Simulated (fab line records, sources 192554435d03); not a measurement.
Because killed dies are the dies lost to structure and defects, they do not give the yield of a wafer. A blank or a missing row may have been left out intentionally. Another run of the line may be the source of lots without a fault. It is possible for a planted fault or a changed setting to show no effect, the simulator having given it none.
fab line records | flow n5Finfet
[record] lots = 4 wafers = 12 lastDay = 17
route steps=1938 shown BEOL_M4@1099 BEOL_M5@1112 BEOL_M6@1224 PASSIVATION@1936
lots with no fault: from the same line, run without faults
startH: start of the lot's first displayed wafer, in hours after the record's first day | waitH: hours from the lot's prior step to this one | " as in the row above | L1.1+2: a single row standing in for several wafers | - either no value or no given start | * or withheld: withheld | < > ~ a bound
route shown NAME@n: a module of which the file shows steps, and the number in the route of the first | usual: mean and standard deviation over wafers with no fault | same: alike in all rows | chamber/n: place in a boat | sites: the reading at each site | _std_site: the values' standard deviation | _edge_site: the outer-site mean with the inner-site mean subtracted | radiusMm: for every site, how far away it sits from the centre of the wafer | mask NAME#n: copy n | behind: the last tool/chamber to shape the wafer | hold: cause of the lot's hold/its duration in hours/its outcome | device: whichever transistor did not switch (one of n, p or np) | end of line: the tests these same wafers got at the end of their route | for a step that has no rows: nothing shown but its recipe | killed: at the first sort, the dies lost to defects and structure; wafer yield is something else | map: a wafer's dies, x killed, . not, _ none there
set.NAME: the setting the step ran with; set.NAME@STEP: the setting that earlier step ran with | model.NAME: the simulator's own value behind a step, which no gauge read
certain route steps with their lots: each step a table, each wafer a row
services: the hour from which a tool's chamber was out of use, counted from the record's first day as startH (under 0 if before that day), plus the number of hours and why
[[steps]]
[step N5_BEOL_M4_ANNEAL_95]
[recipe] tempC = 400 timeS = 240 ambient = vacuum
[step N5_BEOL_M4_SPUTTER_96]
[recipe] material = Cu targetThkA = 45 tempC = -20 chamberPressurePa = 0.07 powerW = withheld timeS = 8.29
[step N5_BEOL_M4_ECD_50]
[recipe] material = Cu targetThkA = 3000
[step N5_BEOL_M4_ANNEAL_51]
[recipe] tempC = 225 timeS = 90 ambient = N2
[step N5_BEOL_M4_CMP_52]
[recipe] stopOn = SiOC tOverpolishS = 6.8 downForcePsi = 1 platenRpm = 50 clearingPlatenDownForcePsi = 1.5 clearingPlatenRpm = 50 postCmpClean = cuAlkaline targetThkNm = 40 clearingPlatenPadVelocityMS = 0.99484 padVelocityMS = 0.99484
[step N5_BEOL_M4_PRE_CLEAN_60]
[recipe] gas = NH3/H2 timeS = 15 tempC = * rfPowerW = 300
[step N5_BEOL_M4_CO_CAP_55]
[recipe] material = Co targetThkA = 20 tempC = 200 precursor = CCTBA/H2 pressureTorr = 30 timeS = 102.1
[step N5_BEOL_M4_PRE_CLEAN_56]
[recipe] gas = NH3 timeS = 15 tempC = withheld rfPowerW = 300
[step N5_BEOL_M4_DEP_57]
[recipe] material = SiCN targetThkA = 80 tempC = withheld precursor = 3MS/NH3 pressureTorr = 3 rfW = 202 timeS = 14
[step N5_BEOL_M4_RC_MEAS_101]
[usual] DIBL_N = 36.2/1.7 DIBL_P = 36.2/2.2 IOFF_N = 0.16/0.035 IOFF_P = 0.21/0.042 ION_N = 673/13 ION_P = 462/7.9 SS_N = 71.4/0.59 SS_P = 73.2/0.7 VT_N = 250/3.6 VT_P = -251/3.5
// columns lot.wafer tool chamber startH waitH DIBL_N[mV/V] DIBL_P[mV/V] IOFF_N[nA/um] IOFF_P[nA/um] ION_N[uA/um] ION_P[uA/um] SS_N[mV/dec] SS_P[mV/dec] VT_N[mV] VT_P[mV]
L101.1 prober-02 0 244.11 0.0 36.4 36.5 0.14 0.18 672 457 70.7 73.1 250 -256
L101.5 " 0 " " 36.0 36.5 0.13 0.18 668 458 70.6 74.5 250 -254
L101.6 " 0 " " 36.7 36.5 0.15 0.19 678 465 71.2 73.4 253 -253
L108.1 prober-01 0 287.80 0.0 37.7 35.8 0.18 0.20 674 459 70.9 72.5 249 -249
L108.3 " 0 " " 38.4 36.5 0.17 0.21 670 454 71.9 73.7 251 -252
L108.5 " 0 " " 36.7 34.2 0.15 0.18 659 451 71.3 73.1 253 -251
L110.2 prober-01 0 302.35 0.2 37.6 36.4 0.15 0.23 666 464 71.0 72.8 252 -248
L110.5 " 0 " " 36.7 34.8 0.15 0.21 678 466 71.3 72.7 248 -251
L110.6 " 0 " " 36.3 34.9 0.13 0.20 673 466 71.0 73.6 252 -249
L111.4 prober-02 0 304.08 0.5 35.5 34.0 0.13 0.18 673 461 70.5 72.0 252 -250
L111.5 " 0 " " 36.7 36.2 0.15 0.22 663 464 70.8 73.2 249 -248
L111.6 " 0 " " 33.2 31.4 0.10 0.15 646 458 70.2 71.6 259 -254
[step N5_BEOL_M5_ILD_DEP_00]
[recipe] material = SiCOH_lowk targetThkA = 1406.4 tempC = 300 precursor = DEMS/porogen pressureTorr = 5 rfW = 500 timeS = 25.9
[step N5_BEOL_M5_CURE_79]
[recipe] tempC = 385 timeS = 240 ambient = He/Ar material = SiCOH_lowk
[step N5_BEOL_M5_PECVD_70]
[recipe] material = SiO2 targetThkA = 160 tempC = 400 precursor = TEOS/O2 pressureTorr = 5.5 rfW = 450 teosFlowSccm = 53.8 gas = O2 flowSccm = 3000 timeS = 18
[step N5_BEOL_M5_HM_DEP_02]
[recipe] material = TiN targetThkA = 200 tempC = 25 chamberPressurePa = 0.49996
[step N5_BEOL_M5_COAT_59]
[recipe] resist = SOC tempC = 250 timeS = 60 spinRpm = 1500 resistThkNm = 60
[step N5_BEOL_M5_COAT_60]
[recipe] resist = SiARC tempC = 220 timeS = 60 spinRpm = 1500 resistThkNm = 12
[step N5_BEOL_M5_COAT_71]
[recipe] resist = underlayer tempC = 205 timeS = 60 spinRpm = 1500 resistThkNm = 5
[step N5_BEOL_M5_COAT_05]
[recipe] resist = CAR-EUV spinRpm = 1500 resistThkNm = 30
[step N5_BEOL_M5_EBR_07]
[recipe] solvent = PGMEA ebrWidthMm = 1.5
[step N5_BEOL_M5_SOFTBAKE_06]
[recipe] tempC = 110 timeS = 60 resist = CAR-EUV
[step N5_BEOL_M5_EXPOSE_08]
[recipe] maskId = M5 na = 0.33 sourceShape = annular sigmaInner = 0.4 sigmaOuter = 0.8 polarization = unpolarized targetCdNm = 28 doseMj = 35.75
[step N5_BEOL_M5_PEB_09]
[recipe] pebTempC = 100 pebTimeS = 60 resist = CAR-EUV
[step N5_BEOL_M5_DEVELOP_10]
[recipe] developTimeS = 30 developer = TMAH resist = CAR-EUV rinseLiquid = surfactantRinse dry = airSpin devTempC = 23
[step N5_BEOL_M5_DESCUM_16]
[recipe] chemistry = O2 timeS = 7 sourcePowerW = 50 biasPowerW = 20 pressureMtorr = 20 rfFrequencyHz = 2.712e+07 tempC = 40 resist = CAR-EUV o2FlowSccm = 225
[step N5_BEOL_M5_ETCH_72]
[recipe] chemistry = N2/H2 target = underlayer targetDepthA = 65 maskMaterial = CAR-EUV timeS = 5.2 ionEnergyEv = 200 pressureMtorr = 30 sourceW = 840 biasW = 150 n2FlowSccm = 200 h2FlowSccm = 200 ends = cleared
[step N5_BEOL_M5_ETCH_61]
[recipe] chemistry = CF4 target = SiARC targetDepthA = 156 maskMaterial = CAR-EUV timeS = 26 ionEnergyEv = 80 pressureMtorr = 40 sourceW = 545 biasW = 36 Ar_flow_sccm = 100 cf4FlowSccm = 100 ends = cleared
[step N5_BEOL_M5_ETCH_62]
[recipe] chemistry = N2/H2 target = SOC targetDepthA = 750 overetchA = 150 maskMaterial = SiARC tempC = 40 timeS = 112.5 ionEnergyEv = 200 pressureMtorr = 30 sourceW = 840 biasW = 150 n2FlowSccm = 200 h2FlowSccm = 200
[step N5_BEOL_M5_STRIP_63]
[recipe] chemistry = N2/H2 tempC = 40 n2FlowSccm = 200 h2FlowSccm = 200 rfFrequencyHz = 6e+07
[step N5_BEOL_M5_STRIP_73]
[recipe] chemistry = N2/H2 tempC = 40 n2FlowSccm = 200 h2FlowSccm = 200 rfFrequencyHz = 6e+07
[step N5_BEOL_M5_STRIP_64]
[recipe] chemistry = CF4 resist = SiARC powerW = 300 biasPowerW = 75 pressureMtorr = 50 cf4FlowSccm = 150 rfFrequencyHz = 6e+07
[step N5_BEOL_M5_HM_OPEN_17]
[recipe] chemistry = Cl2/BCl3 targetDepthA = 200 overetchA = 60 target = TiN maskMaterial = SOC ionEnergyEv = 150 pressureMtorr = 10 icpW = 1000 biasW = 126 Cl2_flow_sccm = 53.25 bcl3FlowSccm = 21.75 Ar_flow_sccm = 25
[step N5_BEOL_M5_STRIP_19]
[recipe] chemistry = O2 powerW = 400 tempC = 40 pressureMtorr = 30 rfFrequencyHz = 6e+07 biasPowerW = 0 overashFraction = 0.2 o2FlowSccm = 225
[step N5_BEOL_M5_COAT_65]
[recipe] resist = SOC tempC = 250 timeS = 60 spinRpm = 1500 resistThkNm = 60
[step N5_BEOL_M5_COAT_66]
[recipe] resist = SiARC tempC = 220 timeS = 60 spinRpm = 1500 resistThkNm = 12
[step N5_BEOL_M6_EXPOSE_25]
[recipe] maskId = V5 na = 0.33 sourceShape = annular sigmaInner = 0.4 sigmaOuter = 0.8 polarization = unpolarized targetCdNm = 40 doseMj = 45
[usual] exposureDoseMJCm2 = 44.90/0.093
// columns lot.wafer tool chamber startH waitH mask exposureDoseMJCm2
L101.1 euvScanner-01 0 262.95 - V5#0 44.85
L101.5 " 0 " " V5#0 44.84
L101.6 " 0 " " V5#0 44.89
L108.1 euvScanner-01 0 302.36 - V5#0 38.62
L108.3 " 0 " " V5#0 38.63
L108.5 " 0 " " V5#0 38.67
L111.4 euvScanner-02 0 322.59 - V5#0 45.00
L111.5 " 0 " " V5#0 44.99
L111.6 " 0 " " V5#0 45.01
L110.2 euvScanner-01 0 322.75 - V5#0 39.81
L110.5 " 0 " " V5#0 39.80
L110.6 " 0 " " V5#0 39.80
[step N5_BEOL_M6_CD_MEAS_28]
[recipe] targetCdNm = 40 landingEnergyEv = 500 detector = seInlens
[usual] cdNm = 39.96/0.24
// columns lot.wafer tool chamber startH waitH cdNm
L101.1 cdSem-03 0 263.08 - 40.14
L101.5 " 0 " " 40.27
L101.6 " 0 " " 40.28
L108.1 cdSem-03 0 302.49 - 36.00
L108.3 " 0 " " 36.17
L108.5 " 0 " " 36.27
L111.4 cdSem-03 0 322.71 - 39.42
L111.5 " 0 " " 40.31
L111.6 " 0 " " 39.94
L110.2 cdSem-01 0 322.87 - 36.84
L110.5 " 0 " " 36.64
L110.6 " 0 " " 36.59
[step N5_BEOL_M6_DESCUM_33]
[recipe] chemistry = O2 timeS = 7 sourcePowerW = 50 biasPowerW = 20 pressureMtorr = 20 rfFrequencyHz = 2.712e+07 tempC = 40 resist = CAR-EUV o2FlowSccm = 225
[usual] biasPowerW = 20.00/0.06 drypumpMotorCurrentA = 5.5/0.45 oesProductAu = 0.77/0.077 rfVppV = 243.3/1.3 showerheadPlenumPTorr = 2.12/0.063 throttleValvePct = 20.36/0.2
// columns lot.wafer tool chamber startH waitH biasPowerW drypumpMotorCurrentA oesProductAu rfHoursCounterH rfVppV showerheadPlenumPTorr throttleValvePct model.BEOL_M6.cdNm
L101.1 rieDiel-04 1 263.31 0.1 20.11 6.0 0.81 71 243.6 2.12 20.60 40
L101.5 " 1 " " 20.10 6.0 0.82 - 243.2 2.12 20.59 40
L101.6 " 0 " " 19.96 6.1 0.72 - 242.3 2.09 20.82 40.2
L108.1 rieDiel-01 0 302.93 0.3 19.94 5.8 0.72 212 242.1 2.09 20.48 36.2
L108.3 " 3 " " 20.04 6.2 0.79 81 244.6 2.19 20.15 36.4
L108.5 " 1 " " 19.87 5.1 0.94 - 244.0 2.16 20.19 36.6
L111.4 rieDiel-03 0 323.21 0.4 19.97 5.3 0.75 150 244.9 2.19 20.27 39.6
L111.5 " 1 " " 19.96 5.4 0.71 - 242.5 2.08 20.22 40.2
L111.6 " 2 " " 20.05 5.2 0.73 - 243.9 2.07 20.32 40
L110.2 rieDiel-03 3 323.90 0.9 19.92 5.9 0.87 38 243.1 2.16 20.28 37
L110.5 " 3 " " 19.91 5.9 0.87 - 243.2 2.16 20.27 37.2
L110.6 " 0 " " 19.99 5.3 0.76 - 245.2 2.19 20.28 37
[step N5_BEOL_M6_VIA_ETCH_34]
[recipe] chemistry = C4F6/O2 target = SiCOH_lowk targetDepthA = 1263 maskMaterial = SOC taperDeg = 4 timeS = 50.9 ionEnergyEv = 250 pressureMtorr = 30 sourceW = 345 biasW = 185 Ar_flow_sccm = 300 C4F6_flow_sccm = 10 O2_flow_sccm = 10
[usual] drypumpMotorCurrentA = 5.5/0.45 mfcArSccm = 300.0/0.87 oesProductAu = 0.77/0.078 rfVppV = 661/13 showerheadPlenumPTorr = 2.87/0.089 throttleValvePct = 20.79/0.19
// columns lot.wafer tool chamber startH waitH drypumpMotorCurrentA mfcArSccm oesProductAu rfHoursCounterH rfVppV showerheadPlenumPTorr throttleValvePct model.BEOL_M6.cdNm
L101.1 rieDiel-04 1 263.49 0.0 6.0 298.9 0.80 71 676 2.90 21.17 39.8
L101.5 " 1 " " 6.0 300.0 0.80 - 677 2.90 21.18 39.8
L101.6 " 0 " " 6.1 300.9 0.71 - 658 2.82 21.12 40.2
L108.1 rieDiel-01 0 303.11 0.0 5.8 301.0 0.72 212 646 2.82 20.84 36.2
L108.3 " 3 " " 6.2 300.2 0.80 81 646 3.01 20.88 36.4
L108.5 " 1 " " 5.1 298.3 0.97 - 662 2.92 20.58 37.4
L111.4 rieDiel-03 0 323.39 0.0 5.3 299.2 0.76 150 657 2.96 20.70 39.8
L111.5 " 1 " " 5.4 301.6 0.72 - 674 2.81 20.61 40.2
L111.6 " 2 " " 5.2 300.2 0.73 - 658 2.81 20.78 40
L110.2 rieDiel-03 3 324.08 0.0 5.9 299.4 0.87 38 641 2.91 20.65 37.2
L110.5 " 3 " " 5.9 300.1 0.87 - 640 2.91 20.64 37.2
L110.6 " 0 " " 5.3 301.1 0.75 - 656 2.96 20.69 37
[step N5_PASSIVATION_PROBE_49]
[usual] defectLimitedYield = 91.4/1.4 killed_at_M0_to_M3 = 31/10 killed_at_M4_up = 14/5.6 killedAtContacts = 13/6.3 killedAtFrontEnd = 39/10 killedAtOther = 4/3.1 killedDies = 101/16 killedOnRim = 13/3.9 killedOpen = 65/13 killedShort = 34/7.2 sort_bin_5_function = 5.1/0.88 sort_bin_6_memory = 3.2/0.66 sortNPass = 1079/16 sortYieldPct = 91.4/1.4
[same] grossDies = 1180 killedAtBackSide = 0 sort_bin_4_leakage[%] = 0 sort_bin_8_speed[%] = 0
// columns lot.wafer tool chamber startH waitH defectLimitedYield[%] killed_at_M0_to_M3 killed_at_M4_up killedAtContacts killedAtFrontEnd killedAtOther killedDies killedOnRim killedOpen killedShort sort_bin_5_function[%] sort_bin_6_memory[%] sortNPass sortYieldPct[%]
L101.1 prober-01 - 346.54 0.0 90.2 33 14 25 43 1 116 14 85 30 6.7 2.7 1064 90.2
L101.5 prober-01 - 346.74 0.2 91.2 25 14 16 46 3 104 16 68 31 5.4 2.8 1076 91.2
L101.6 prober-01 - 346.79 0.3 89.9 48 15 28 27 1 119 16 80 39 5.8 4.1 1061 89.9
L108.1 prober-01 - 388.30 0.0 29.7 32 741 11 45 1 830 106 67 39 46.1 19.2 350 29.7
L108.3 prober-01 - 388.40 0.1 30.6 13 773 11 19 3 819 107 44 18 45.5 19.7 361 30.6
L108.5 prober-01 - 388.50 0.2 30.2 22 744 17 40 1 824 109 55 37 46.3 18.9 356 30.2
L110.2 prober-02 - 405.22 0.1 80.4 28 142 13 43 5 231 40 54 48 11.4 7.2 949 80.4
L110.5 prober-02 - 405.37 0.2 81.9 34 129 8 38 4 213 26 60 31 10.7 6.7 967 81.9
L110.6 prober-02 - 405.42 0.3 81.4 25 138 10 44 2 219 31 52 38 10.2 6.6 961 81.4
// killed by level:class
L101.1 MOL_CONTACT_COAG:geometricParticle:open=22 BEOL_M4:geometricParticle:open=11 BEOL_M0_SAQP:geometricParticle:open=10 FIN_SAQP:geometricParticle:short=9 BEOL_M2:geometricParticle:open=8 FIN_SAQP:geometricParticle:open=6 GATE_CUT:geometricParticle:open=6 BEOL_M0_SAQP:geometricParticle:short=5
L101.5 MOL_CONTACT_COAG:geometricParticle:open=13 FIN_SAQP:geometricParticle:open=8 FIN_SAQP:geometricParticle:short=8 STI_FIN_REVEAL:geometricParticle:open=8 BEOL_M0_SAQP:geometricParticle:open=7 STARTING-WAFER:geometricParticle:open=5 BEOL_M0_SAQP:geometricParticle:short=4 GATE_CUT:geometricParticle:short=4
L101.6 MOL_CONTACT_COAG:geometricParticle:open=23 BEOL_M0_SAQP:geometricParticle:short=10 BEOL_M0_SAQP:geometricParticle:open=9 BEOL_M4:geometricParticle:open=7 BEOL_M3:geometricParticle:open=7 FIN_SAQP:geometricParticle:short=6 BEOL_M0:geometricParticle:open=6 BEOL_M2:geometricParticle:open=6
L108.1 BEOL_M6:areaExpose=723 STI_FIN_REVEAL:geometricParticle:open=16 MOL_CONTACT_COAG:geometricParticle:open=9 BEOL_M3:geometricParticle:open=7 BEOL_M3:geometricParticle:short=7 BEOL_M4:geometricParticle:open=7 BEOL_M0_SAQP:geometricParticle:short=5 FIN_SAQP:geometricParticle:short=4
L108.3 BEOL_M6:areaExpose=757 MOL_CONTACT_COAG:geometricParticle:open=11 BEOL_M4:geometricParticle:open=8 STARTING-WAFER:geometricParticle:open=4 FIN_SAQP:geometricParticle:short=3 STI_FIN_REVEAL:geometricParticle:open=3 GATE_CUT:geometricParticle:short=3 BEOL_M0_SAQP:geometricParticle:short=3
L108.5 BEOL_M6:areaExpose=732 MOL_CONTACT_COAG:geometricParticle:open=12 ILD0:geometricParticle:open=6 BEOL_M0_SAQP:geometricParticle:short=6 ILD0:geometricParticle:short=5 MOL_CONTACT_COAG:geometricParticle:short=5 STARTING-WAFER:geometricParticle:open=5 FIN_SAQP:geometricParticle:short=4
L110.2 BEOL_M6:areaExpose=125 FIN_SAQP:geometricParticle:short=17 BEOL_M0_SAQP:geometricParticle:short=11 FIN_SAQP:geometricParticle:open=10 MOL_CONTACT_COAG:geometricParticle:open=8 BEOL_M4:geometricParticle:open=8 BEOL_M0_SAQP:geometricParticle:open=7 GATE_CUT:geometricParticle:short=5
L110.5 BEOL_M6:areaExpose=120 FIN_SAQP:geometricParticle:open=8 GATE_CUT:geometricParticle:short=8 BEOL_M2:geometricParticle:open=8 MOL_CONTACT_COAG:geometricParticle:open=7 BEOL_M1:geometricParticle:open=5 BEOL_M0_SAQP:geometricParticle:open=5 BEOL_M0_SAQP:geometricParticle:short=5
L110.6 BEOL_M6:areaExpose=121 BEOL_M4:geometricParticle:open=8 GATE_CUT:geometricParticle:short=7 MOL_CONTACT_COAG:geometricParticle:open=7 BEOL_M1:geometricParticle:open=7 FIN_SAQP:geometricParticle:short=6 FIN_SAQP:geometricParticle:open=6 BEOL_M2:geometricParticle:open=6
// map L108.1 (x killed, . not)
_________________xx..xxx.xxxx________________
______________xxx...xx.xx.xx.xxx_____________
___________xx..xxx..x...x.xxxxxxxxx__________
__________xxx.xx.xx.xxxxxx.....x..xx_________
________..xxxx..xxx.xxxxxxx.xx.xxxx..x_______
_______xxxx.xxxxx.xxxxxxxx.xxxxxxxxx.x.______
______.xxx.xxxxx..xxxxxx.xxxx.xxxx.xxxx._____
_____.......x.xxx.x...xxx.x..xx.x.x.xxxxx____
____x.xxxx.x..xxx.x..x.x.xxxxxxxxxxxx.xx.x___
___.xx.xx.x.xx..xx.xxxxxxxx.x.xxxx...xxxxxx__
___xxxx.xxxxxxxx.xxx.xxxx.xxx.x.xxxxx.xxx..__
__..xxxxxxxxx.xxxx.x..x.xxxxxxxxx.xxxx.xx..._
__xxx.xxxxx..x.x..x.x.x.x.xxxx.x.xxxx..xxxxx_
_xx.x.xxx.x.xxx.xxxxxxxxxx.xxxxxxxxxx..xx.x.x
_xx.xxxxxxx..x.xxxxxxx.xxx.xxx.xxxxxxxxxxxxxx
_x.xxxx.xxxxxx.xxxx.xxxxxxxxx.x.x..xx.xx.xx.x
_xx.x..xxx..xx..x.xxxxx..xxx..x.xxxx.xxxxxxxx
_xxx...xx.xxxxxxxxxx..xxxxxx.x....xx.xx.x.xxx
_xxxx.x.xxxx.xx.x..x..x.xxxx..xxxxxx.xx.xxx.x
_xxxxx.xx.x.xx.xxxxx.xx.xxx..xxx..xxxx.xxxxxx
_x.xx.x..x.xxxx.xxx.x.xx..x..xxxxxx.xxxx.xx.x
__x..xxxxx.x.xx.x.xxx..xxxxxx.xxx.xx.xxxx..x_
__xxxxxx..xxxxx.xx..xx.xxxx.xxx.x.xxxx.xxx.x_
___x.x.xxxxxxx..xxx.xxxxxxx..x..xxxxxx.x..x__
___xxx..xx.xxxx..x.xxxxx..xx..xxxxx..x.x.xx__
____xx.....xx.xx.xxx.x.x.xxxx.xxx.xx.xxx.x___
_____x.xxxxxxxx..xxx.x.x....xx...xxx.xxxx____
______x....xx.xx.xxxxx.xxxx.xxxx..x.xx.x_____
_______.xxxxxxx..x.x.xxxxx.xx..x.xxx.xx______
________...xxxxxxxxxx.xxxx.x.xx.xxxxxx_______
__________x.x.xxxxxxxxxxxxxxxx.xx.xx_________
___________.xxx.x..xxx..xxxxxxxxx.x__________
______________x.x.xx.xx....x.xxx_____________
_________________xxxx.xx.xx..________________
// map L110.2 (x killed, . not)
_________________.x.x..x.....________________
______________..x..x......x....x_____________
___________x...x......x......x.x...__________
__________x.............x.....xx...._________
________...x.........x...........x...x_______
_______...........xx..x.....x.x...x.x..______
______x..xx.........x....x.x.......x...._____
_____x......x.........x..........x.......____
____x...x...x..xx.........................___
___....x..x...x...x...x.....x....x......xxx__
___.....xx..x...xx...........x..x..........__
__x............x....x.x.....x.x...x..x......_
__...x..x................x.x...x..x.x......._
_x.x.....x...x......xxx.x......x...........x.
_....xx.......x...xx..........x..............
_.x.x..xx..x..x...x...x.x.x..........x.......
_x.x.....x....x.....x...x........x......x...x
_.x.....x....x....x.................x.x......
_x...........x...x....x.x..................x.
_......x...xx..x....x......x..x.......xx.....
_x.......x....x....x...x.xx................x.
__...x......x...x.....xx..xx...............x_
__............x..x...x........x..xx....xx.x._
___....x..x....x.....xxxx.......x.x.x...x..__
___......x...xx....x....xx..xx.x..xx...x.xx__
____.x...x.....x...x...x.....x........x...___
_____.....x.......x....x.......x.........____
______.........xx......x................_____
_______x...x.xx........xxx........x....______
________x.x....x........x.....x....x.._______
__________..xx...........x.........._________
___________xx..xx....xx..x..x.xx.x.__________
______________..x.....x..x......_____________
_________________.x.xx.....x.________________
[[services]]
// columns tool chamber startH hours kind
euvScanner-01 - 239.92 1.0 pm
euvScanner-01 - 244.39 4.6 pm
rieDiel-01 1 257.44 - clean
rieDiel-01 1 257.44 - consumableReplace:focusRing
rieDiel-01 1 257.44 24.3 scheduledDown
rieDiel-01 1 257.44 24.3 ventCycle
euvScanner-02 - 262.40 1.3 repair
euvScanner-02 - 263.70 1.0 pm
euvScanner-01 - 268.38 3.1 repair
euvScanner-02 - 277.11 4.6 pm
rieDiel-04 1 287.30 4.7 repair
rieDiel-03 3 291.56 6.8 repair
rieDiel-04 3 292.69 - clean
rieDiel-04 3 292.69 - consumableReplace:focusRing
rieDiel-04 3 292.69 16.7 scheduledDown
rieDiel-04 3 292.69 16.7 ventCycle
rieDiel-03 - 293.56 1.1 repair
euvScanner-02 - 295.78 12.0 pm
rieDiel-03 0 296.71 5.3 repair
rieDiel-01 - 306.91 75.6 repair
euvScanner-01 - 307.78 1.0 pm
rieDiel-04 - 308.37 4.3 pm
euvScanner-02 - 319.20 1.0 pm
rieDiel-04 3 321.46 9.9 repair
[[key]]
[firstSign] step = N5_BEOL_M6_EXPOSE_25 reading = exposureDoseMJCm2 direction = down sigmas = 61 usual = 44.90 struck = 39.22
[effect] step = N5_BEOL_M6_CD_MEAS_28 reading = cdNm direction = down sigmas = 15 usual = 39.96 struck = 36.42 through = controlLoop
[effect] step = N5_PASSIVATION_PROBE_49 reading = killed_at_M4_up direction = up sigmas = 78 usual = 14 struck = 444
[modelEffect] step = N5_BEOL_M6_DESCUM_33 value = BEOL_M6.cdNm without = 40.1 struck = 36.73
[modelEffect] step = N5_BEOL_M6_VIA_ETCH_34 value = BEOL_M6.cdNm without = 40.27 struck = 36.9
[moreKillsBornAt] N5_BEOL_M6_EXPOSE_25@euvScanner-01 = 2578
metAt N5_BEOL_M6_EXPOSE_25
struckWafers L108.1,L108.3,L108.5,L110.2,L110.5,L110.6
laterRowsLeftOut L108.1,L108.3,L108.5
[loopTrim] step = N5_BEOL_M6_EXPOSE_25 setting = dose lots = L110
onsetBetween 262.95 302.36
[fault] kind = processParameterDrift tool = euvScanner-01 chamber = - onsetH = 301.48 steps = N5_BEOL_M6_EXPOSE_25 channel = doseMj offset = -6.1877 shape = step actsIn = theseRecipesOnly stated = 45
// laterRowsLeftOut: the simulator's readings of these wafers behind a module that went badly wrong aren't trusted and aren't shown, but for the sort
// loopTrim: a control loop set the setting to another value than it would have without faults
